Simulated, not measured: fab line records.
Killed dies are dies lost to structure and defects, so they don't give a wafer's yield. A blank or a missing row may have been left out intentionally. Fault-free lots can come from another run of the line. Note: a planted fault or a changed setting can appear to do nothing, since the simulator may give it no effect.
fab line records | flow n5Finfet
record: lots: 3 wafers: 9 lastDay: 18
route steps=1938 shown PMOS_HMC_CHANNEL_EPI@83 FIN_SAQP@90 FIN_CUT@165 BEOL_M4@1111 PASSIVATION@1936
lots untouched by any fault: they come from a run of this same line in which no faults occurred
startH: start of the lot's first displayed wafer, in hours after the record's first day | waitH: hours from the lot's prior step to this one | " same as the row above | L1.1+2: several wafers, shown together as one row | - no value, or no start given | * or withheld: withheld | < > ~ a bound
route shown NAME@n: names a module that has steps shown in the file, with the first one's number in the route | usual: the fault-free wafers' mean and standard deviation | same: alike in all rows | chamber/n: place in a boat | sites: the reading at each site | _std_site: the standard deviation of these | _edge_site: inner sites' mean taken away from outer sites' mean | radiusMm: for every site, how far away it sits from the centre of the wafer | mask NAME#n: copy n | behind: the most recent tool/chamber to have shaped the wafer | hold: what put the lot on hold/how long, in hours/how the hold closed | device: the transistor (n, p or np) that didn't switch | end of line: tests run on the same wafers once the route is complete | for a step that has no rows: nothing shown but its recipe | killed: not the wafer's yield, but the dies lost to structure and defects at the first sort | map: a wafer's dies, marking killed ones x, the rest . and places with no die _
set.NAME: setting as actually run; set.NAME@STEP: the setting as run at that earlier step | model.NAME: the simulator's own value behind a step, which no gauge read
lots at selected steps of the route; one table per step, one row per wafer
services: a tool's chamber out of use, with start hour (startH, from the record's first day; less than 0 if before it), hours out, and reason
== steps ==
step: N5_PMOS_HMC_CHANNEL_EPI_PRECLEAN_40
recipe: chemistry: DHF timeS: 30 tempC: 25 dilution: withheld
step: N5_PMOS_HMC_CHANNEL_EPI_PRECLEAN_37
recipe: chemistry: O3/DIW timeS: 45 tempC: 22 o3Ppm: 10
step: N5_PMOS_HMC_CHANNEL_EPI_PRECLEAN_24
recipe: chemistry: DHF timeS: 30 tempC: 25 dilution: withheld
step: N5_PMOS_HMC_CHANNEL_EPI_SRD_25
recipe: dry: ipaMarangoni doPpb: 5 timeS: 30 tempC: 23 rinseLiquid: diw
step: N5_PMOS_HMC_CHANNEL_EPI_EPI_26
recipe: material: Si targetThkA: 38 tempC: 650 precursor: SiH4/H2 pressureTorr: 20 timeS: 22.7
step: N5_FIN_SAQP_PRECLEAN_42
recipe: chemistry: O3/DIW timeS: 60 tempC: 22 o3Ppm: 10
step: N5_FIN_SAQP_PRECLEAN_00
recipe: chemistry: SC1 timeS: 60 tempC: 55 mix: 1:2:50
step: N5_FIN_SAQP_PRECLEAN_44
recipe: chemistry: SC2 timeS: 45 tempC: 35 mix: 1:1:50
step: N5_FIN_SAQP_SRD_01
recipe: dry: ipaMarangoni timeS: 30 tempC: 23 rinseLiquid: diw
step: N5_FIN_SAQP_ALD_61
recipe: material: SiO2 targetThkA: 40 tempC: 300 aldPrecursorFamily: BDEAS aldCoReactant: O2-plasma pulseTimeS: 1 purgeTimeS: 2 coReactantPurgeTimeS: 2 aldCycles: 43 pressureTorr: 2
usual: heaterPowerW: 486/39 precursorPulseHeightRel: 1.002/0.019
columns lot.wafer tool chamber startH waitH heaterPowerW precursorPulseHeightRel
L380.1 aldSin-02 2 26.57 0.0 531 0.964
L380.4 " 0 " " 429 1.009
L380.6 " 1 " " 527 1.018
L396.2 aldSin-02 1 123.08 0.4 516 1.030
L396.3 " 0 " " 431 0.996
L396.5 " 3 " " 529 1.009
L399.3 aldSin-01 2 140.42 0.5 471 0.986
L399.4 " 1 " " 444 1.022
L399.6 " 1 " " 445 1.000
step: N5_FIN_SAQP_DENSIFY_62
recipe: tempC: 700 timeS: 60 ambient: N2 idleTempC: 600 rampUpCPerS: 150 rampDownCPerS: 60 coolToC: 600
step: N5_FIN_SAQP_HM_DEP_03
recipe: material: SiNx targetThkA: 380 tempC: 400 precursor: SiH4/NH3/N2 pressureTorr: 1.5 rfW: 300 timeS: 33.6
step: N5_FIN_SAQP_PECVD_47
recipe: material: a-Si targetThkA: 450 tempC: 400 precursor: SiH4/He pressureTorr: 3 rfW: 100 timeS: 36.3
step: N5_FIN_SAQP_PECVD_48
recipe: material: SiNx targetThkA: 250 tempC: 400 precursor: SiH4/NH3/N2 pressureTorr: 1.5 rfW: 300 timeS: 22.1
step: N5_FIN_SAQP_PECVD_06
recipe: material: a-Si targetThkA: 600 tempC: 400 precursor: SiH4/He pressureTorr: 3 rfW: 100 timeS: 48.1
step: N5_FIN_SAQP_HM_DEP_72
recipe: material: SiO2 targetThkA: 120 tempC: 400 precursor: SiH4/N2O pressureTorr: 0.75 rfW: 275 timeS: 7.2
step: N5_FIN_SAQP_COAT_49
recipe: resist: SOC tempC: 250 timeS: 60 spinRpm: 1500 resistThkNm: 100
step: N5_FIN_SAQP_COAT_50
recipe: resist: SiARC tempC: 220 timeS: 60 spinRpm: 1500 resistThkNm: 35
step: N5_FIN_SAQP_COAT_10
recipe: resist: CAR-ArF spinRpm: 1500 resistThkNm: 90
step: N5_FIN_SAQP_EBR_12
recipe: solvent: PGMEA ebrWidthMm: 1.5
step: N5_FIN_SAQP_SOFTBAKE_11
recipe: tempC: 110 timeS: 60 resist: CAR-ArF
step: N5_FIN_SAQP_EXPOSE_13
recipe: maskId: FIN_CORE na: 1.35 sourceShape: dipole sigmaInner: 0.538 sigmaOuter: 0.738 polarization: te targetCdNm: 35.6 doseMj: 63.25
step: N5_FIN_SAQP_PEB_14
recipe: pebTempC: withheld pebTimeS: 60 resist: CAR-ArF
step: N5_FIN_SAQP_DEVELOP_15
recipe: developTimeS: 30 developer: TMAH resist: CAR-ArF devTempC: 23 rinseLiquid: diw dry: airSpin
step: N5_FIN_SAQP_DESCUM_21
recipe: chemistry: O2 timeS: 7.9 sourcePowerW: 50 biasPowerW: 20 pressureMtorr: 20 rfFrequencyHz: 2.712e+07 tempC: 40 resist: CAR-ArF o2FlowSccm: 225
step: N5_FIN_SAQP_ETCH_51
recipe: chemistry: CF4 target: SiARC targetDepthA: 455 maskMaterial: CAR-ArF timeS: 75.8 ionEnergyEv: 80 pressureMtorr: 40 sourceW: 545 biasW: 36 Ar_flow_sccm: 100 cf4FlowSccm: 100 ends: cleared
step: N5_FIN_SAQP_ETCH_52
recipe: chemistry: N2/H2 target: SOC targetDepthA: 1000 overetchA: 200 maskMaterial: SiARC tempC: 40 timeS: 150 ionEnergyEv: 200 pressureMtorr: 30 sourceW: 840 biasW: 150 n2FlowSccm: 200 h2FlowSccm: 200 ends: endPoint
step: N5_FIN_SAQP_STRIP_53
recipe: chemistry: N2/H2 tempC: 40 n2FlowSccm: 200 h2FlowSccm: 200 rfFrequencyHz: 6e+07
step: N5_FIN_SAQP_HM_OPEN_73
recipe: chemistry: CHF3/O2 target: SiO2 stopOn: a-Si targetDepthA: 120 overEtchFrac: 1.8 maskMaterial: SOC timeS: 16.8 pressureMtorr: 30 sourceW: 650 biasW: 170 Ar_flow_sccm: 200 CHF3_flow_sccm: 50 O2_flow_sccm: 5 ionEnergyEv: 200 ends: endPoint
step: N5_FIN_SAQP_STRIP_74
recipe: chemistry: CHF3/O2 resist: SiARC rfFrequencyHz: 6e+07
step: N5_FIN_SAQP_MANDREL_ETCH_22
recipe: targetDepthA: 600 chemistry: HBr/Cl2 target: a-Si stopOn: SiNx btTimeS: 10 overEtchFrac: 0.5 timeS: 30 pressureMtorr: 10 icpW: 800 biasW: 75 HBr_flow_sccm: 150 Cl2_flow_sccm: 80 ends: endPoint
step: N5_FIN_SAQP_STRIP_55
recipe: chemistry: N2/H2 powerW: 500 tempC: 40 pressureMtorr: 50 rfFrequencyHz: 6e+07 overashFraction: 0.3 biasPowerW: 28 h2Frac: 0.5 n2FlowSccm: 300 h2FlowSccm: 300
step: N5_FIN_SAQP_STRIP_23
recipe: chemistry: SPM timeS: 750 tempC: 130 h2so4H2o2VolRatio: 4
step: N5_FIN_SAQP_SRD_66
recipe: dry: ipaMarangoni timeS: 30 tempC: 23 rinseLiquid: diw
step: N5_FIN_SAQP_INSPECT_40
recipe: inspectInstrument: brightfield mode: aei
usual: rawDefectCount: 251/81
columns lot.wafer tool chamber startH waitH rawDefectCount
L380.1 defectInspect-01 - 32.46 0.0 318
L380.4 " - " " 235
L380.6 " - " " 260
L396.2 defectInspect-02 - 128.79 0.0 333
L396.3 " - " " 251
L396.5 " - " " 501
L399.3 defectInspect-01 - 146.03 0.0 234
L399.4 " - " " 327
L399.6 " - " " 275
step: N5_FIN_CUT_INSPECT_10
recipe: mode: adi inspectInstrument: brightfield
usual: rawDefectCount: 47/15
columns lot.wafer tool chamber startH waitH rawDefectCount
L380.1 defectInspect-01 - 32.98 0.1 58
L380.4 " - " " 41
L380.6 " - " " 41
L396.2 defectInspect-01 - 129.30 0.0 64
L396.3 " - " " 42
L396.5 " - " " 297
L399.3 defectInspect-01 - 146.55 0.0 40
L399.4 " - " " 56
L399.6 " - " " 53
step: N5_FIN_CUT_INSPECT_17
recipe: inspectInstrument: brightfield mode: aei
usual: rawDefectCount: 254/82
columns lot.wafer tool chamber startH waitH rawDefectCount
L380.1 defectInspect-01 - 33.92 0.0 315
L380.4 " - " " 257
L380.6 " - " " 271
L396.2 defectInspect-02 - 130.25 0.0 322
L396.3 " - " " 229
L396.5 " - " " 507
L399.3 defectInspect-02 - 147.49 0.0 250
L399.4 " - " " 339
L399.6 " - " " 270
step: N5_BEOL_M4_RC_MEAS_101
usual: DIBL_N: 36.0/1.6 DIBL_P: 35.8/2 IOFF_N: 0.152/0.03 IOFF_P: 0.20/0.031 ION_N: 670/12 ION_P: 459/7.4 SS_N: 71.5/0.56 SS_P: 73.2/0.64 VT_N: 251/3.5 VT_P: -252/3.3
columns lot.wafer tool chamber startH waitH DIBL_N[mV/V] DIBL_P[mV/V] IOFF_N[nA/um] IOFF_P[nA/um] ION_N[uA/um] ION_P[uA/um] SS_N[mV/dec] SS_P[mV/dec] VT_N[mV] VT_P[mV]
L380.1 prober-02 0 203.67 0.0 35.3 33.7 0.129 0.17 662 457 71.2 72.3 254 -255
L380.4 " 0 " " 36.3 34.5 0.146 0.18 672 459 71.9 72.6 253 -252
L380.6 " 0 " " 37.2 35.6 0.158 0.21 677 464 71.4 72.8 251 -251
L396.2 prober-02 0 292.00 0.2 35.6 32.7 0.127 0.16 656 443 71.8 73.0 254 -257
L396.3 " 0 " " 35.2 33.2 0.122 0.15 659 443 71.1 73.0 256 -258
L396.5 " 0 " " 34.1 32.0 0.109 0.14 673 459 71.4 71.8 257 -258
L399.3 prober-02 0 329.27 0.3 34.8 33.4 0.128 0.20 659 464 71.4 73.2 252 -246
L399.4 " 0 " " 36.7 35.4 0.155 0.24 676 468 71.2 73.9 249 -246
L399.6 " 0 " " 36.1 34.2 0.141 0.21 667 461 71.7 73.1 251 -248
step: N5_PASSIVATION_PROBE_49
usual: defectLimitedYield: 91.6/1.4 killed_at_M0_to_M3: 33/10 killed_at_M4_up: 13/5.3 killedAtContacts: 13/5.9 killedAtFrontEnd: 36/12 killedAtOther: 4/3.1 killedDies: 99/16 killedOpen: 65/13 killedShort: 32/7.3 sort_bin_5_function: 4.9/0.9 sort_bin_6_memory: 3.1/0.66 sortNPass: 1081/17 sortYieldPct: 91.6/1.4
same: grossDies: 1180 killedAtBackSide: 0 sort_bin_4_leakage[%]: 0 sort_bin_8_speed[%]: 0
columns lot.wafer tool chamber startH waitH defectLimitedYield[%] killed_at_M0_to_M3 killed_at_M4_up killedAtContacts killedAtFrontEnd killedAtOther killedDies killedOpen killedShort sort_bin_5_function[%] sort_bin_6_memory[%] sortNPass sortYieldPct[%]
L396.5 prober-02 - 394.24 0.2 88.4 16 9 7 103 2 137 36 22 7.5 3.1 1043 88.4
killed by level:class
L396.5 FIN_SAQP:unspecified=73 FIN_SAQP:geometricParticle:open=7 FIN_SAQP:geometricParticle:short=6 MOL_CONTACT_COAG:geometricParticle:open=6 BEOL_M4:geometricParticle:open=6 BEOL_M0_SAQP:geometricParticle:short=4 ILD0:geometricParticle:short=3 BEOL_M0_SAQP:geometricParticle:open=3
map L396.5 (x killed, . not)
_________________.......x....________________
______________.................._____________
___________........................__________
__________.....xxx.................._________
________x....................x...x...._______
_______...x.......x.x..................______
______....x..................x.........._____
_____......................x.............____
____.........................x............___
___..x........x................x...........__
___.........x....x.........................__
__...........x................x.....x......x_
__...x..............x...........x.........x._
_.....x......x....xx......x......x......x....
_..........x................................x
_................................x...........
_...........................x......x.x.......
_x...............x..x...x....................
_............................................
_................x..................x........
_.....x......................................
__....x......x...........x.................._
__..................................x......x_
___......................................x.__
___.....x...x..........x...................__
____.........x........x..x..xx............___
_____.......x..........x..xxx..x.........____
______...................xxxxx.xx.x....._____
_______...............xxxxxxxxxxxx.....______
________..............xx.xxxxxxxx....._______
__________x.............xxxxxxxxxx.x_________
___________..........xxxxxxxxxxxx..__________
______________.......x.xxxxxxxxx_____________
_________________.....xxxxxx.________________
map L380.4 (x killed, . not)
_________________...........x________________
______________...x........x.x..._____________
___________x...........x......x....__________
__________.....x..x..x.............x_________
________.....x..............x...x....._______
_______....xx...............x..........______
______...........x...................x.._____
_____....x...............................____
____................x............x........___
___.......x...........x....................__
___....x..x...xx.x.................x.....x.__
__..x...............x....................x.._
__........x................x...x............_
_....xx.....x................................
_...............x............................
_.......................x.....x........x.....
_..xx.x................................x.....
_.x..x.x......x....x..............x.......x..
_...........x....x............x.......x......
_..x............x..........................xx
_x........................x..................
__...............................x....x....._
__............................xx............_
___........................................__
___...x...x...............x..............x.__
____x..........x.x.....x......x...........___
_____.................x........x.........____
______...x.............................._____
_______...x...x............x...........______
________..........................x..._______
__________.........x........x.....x._________
___________........................__________
______________...x..x..........._____________
_________________...x...x....________________
== services ==
columns tool chamber startH hours kind
aldSin-01 0 7.96 - clean
aldSin-01 1 7.96 - clean
aldSin-01 2 7.96 - clean
aldSin-01 3 7.96 - clean
aldSin-01 3 37.52 8.8 repair
aldSin-01 - 54.47 0.6 repair
aldSin-01 - 67.08 14.6 pm
aldSin-01 1 82.93 7.7 repair
aldSin-01 3 91.63 6.6 repair
aldSin-02 - 106.72 1.6 repair
== key ==
firstSign: step: N5_FIN_SAQP_INSPECT_40 reading: rawDefectCount direction: up sigmas: 3.1 usual: 251 struck: 501
effect: step: N5_FIN_CUT_INSPECT_10 reading: rawDefectCount direction: up sigmas: 17 usual: 47 struck: 297
effect: step: N5_FIN_CUT_INSPECT_17 reading: rawDefectCount direction: up sigmas: 3.1 usual: 254 struck: 507
effect: step: N5_PASSIVATION_PROBE_49 reading: killedAtFrontEnd direction: up sigmas: 5.7 usual: 36 struck: 103
moreKillsBornAt: N5_FIN_SAQP_ALD_61@aldSin-02: 73
metAt N5_FIN_SAQP_ALD_61
struckWafers L396.5
fault: kind: chamberParticleSource tool: aldSin-02 chamber: 3 onsetH: 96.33 steps: N5_FIN_SAQP_ALD_61 ratePerVisitCm2: 0.41765 endH: 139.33
